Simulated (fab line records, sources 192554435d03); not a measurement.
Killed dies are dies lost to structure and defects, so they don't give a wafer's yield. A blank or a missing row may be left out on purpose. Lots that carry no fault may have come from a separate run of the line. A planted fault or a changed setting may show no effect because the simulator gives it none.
The same fault as seen by 2 desks | flow n5-finfet | only its own numbers are on each desk; what lay behind them is given at the end

## TOOL OWNER'S DESK, litho-track-04
The tool's own readings at N5_SDB_COAT_04 (time 60 s, resist thk 18 nm): means of the sampled wafers that have a number, for each lot that ran on this tool. Marked OUT: a lot whose mean sits more than 4 standard deviations from the usual mean, which makes it out of limits; the brackets give that distance.
Columns: A = heater-power-total-W at N5_SDB_COAT_04, usual 427.6 W; B = run-length-s at N5_SDB_COAT_04, usual 66.28 s
lot  | first seen here | A               | B
L232 | day 4 05:40     | 427.1           | 66.55
L235 | day 4 23:19     | 452.3 (+11) OUT | 60.83 (-19) OUT
L238 | day 5 18:10     | 453.7 (+12) OUT | 60.85 (-19) OUT
L247 | day 8 00:07     | 427.0           | 66.30
L253 | day 9 14:35     | 426.0           | 66.36
This desk's verdict: out of limits on L235, L238, starting with L235 at day 4 23:19 (heater-power-total-W at N5_SDB_COAT_04). Within limits: L232, L247, L253.

## THE METROLOGY DESK
What the gauges read, lot by lot, whatever tool the lot ran on: means of the sampled wafers that have a number. Marked OUT: a lot whose mean sits more than 4 standard deviations from the usual mean, which makes it out of limits; the brackets give that distance. 7 of its 11 readings are shown, namely those furthest out on some lot.
Columns: A = DIBL_N at N5_BEOL_M4_RC_MEAS_101, usual 36.2 mV/V; B = IOFF_N at N5_BEOL_M4_RC_MEAS_101, usual 0.16 nA/um; C = IOFF_P at N5_BEOL_M4_RC_MEAS_101, usual 0.21 nA/um; D = ION_N at N5_BEOL_M4_RC_MEAS_101, usual 675 uA/um; E = ION_P at N5_BEOL_M4_RC_MEAS_101, usual 460 uA/um; F = VT_N at N5_BEOL_M4_RC_MEAS_101, usual 249 mV; G = VT_P at N5_BEOL_M4_RC_MEAS_101, usual -252 mV
lot  | first seen here | A    | B    | C    | D   | E   | F   | G
L230 | day 3 13:27     | 37.8 | 0.17 | 0.20 | 674 | 456 | 247 | -252
L232 | day 4 02:19     | 38.4 | 0.20 | 0.27 | 685 | 465 | 246 | -245
L234 | day 4 13:24     | 36.5 | 0.17 | 0.19 | 674 | 460 | 250 | -253
L235 | day 4 19:57     | 35.9 | 0.15 | 0.19 | 675 | 462 | 250 | -250
L238 | day 5 14:30     | 38.8 | 0.25 | 0.29 | 698 | 472 | 242 | -246
L245 | day 7 10:23     | 34.2 | 0.15 | 0.16 | 670 | 447 | 250 | -259
L247 | day 7 20:44     | 35.8 | 0.15 | 0.18 | 667 | 456 | 249 | -253
L248 | day 8 05:42     | 35.6 | 0.15 | 0.17 | 675 | 456 | 250 | -255
L250 | day 8 17:10     | 37.1 | 0.14 | 0.19 | 670 | 455 | 252 | -254
L253 | day 9 11:13     | 36.6 | 0.15 | 0.21 | 677 | 465 | 251 | -250
This desk found nothing out of limits on any of the 10 lots.

## TAKEN TOGETHER
The tool owner's desk had the chance to raise an alarm at day 4 23:19 on L235, L238.
Nothing out of limits was seen by the metrology desk.
The metrology desk holds a record of L235, L238, inside its limits.
On litho-track-04, each named lot ran N5_SDB_COAT_04.

## WHAT THE SIMULATOR HAD PUT IN
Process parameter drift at N5_SDB_COAT_04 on litho-track-04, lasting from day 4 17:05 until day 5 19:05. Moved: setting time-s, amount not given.
Lots struck among those shown: L235, L238.
Time in hours from fault onset to the first out-of-limits reading at each desk: the tool owner's desk, 6.
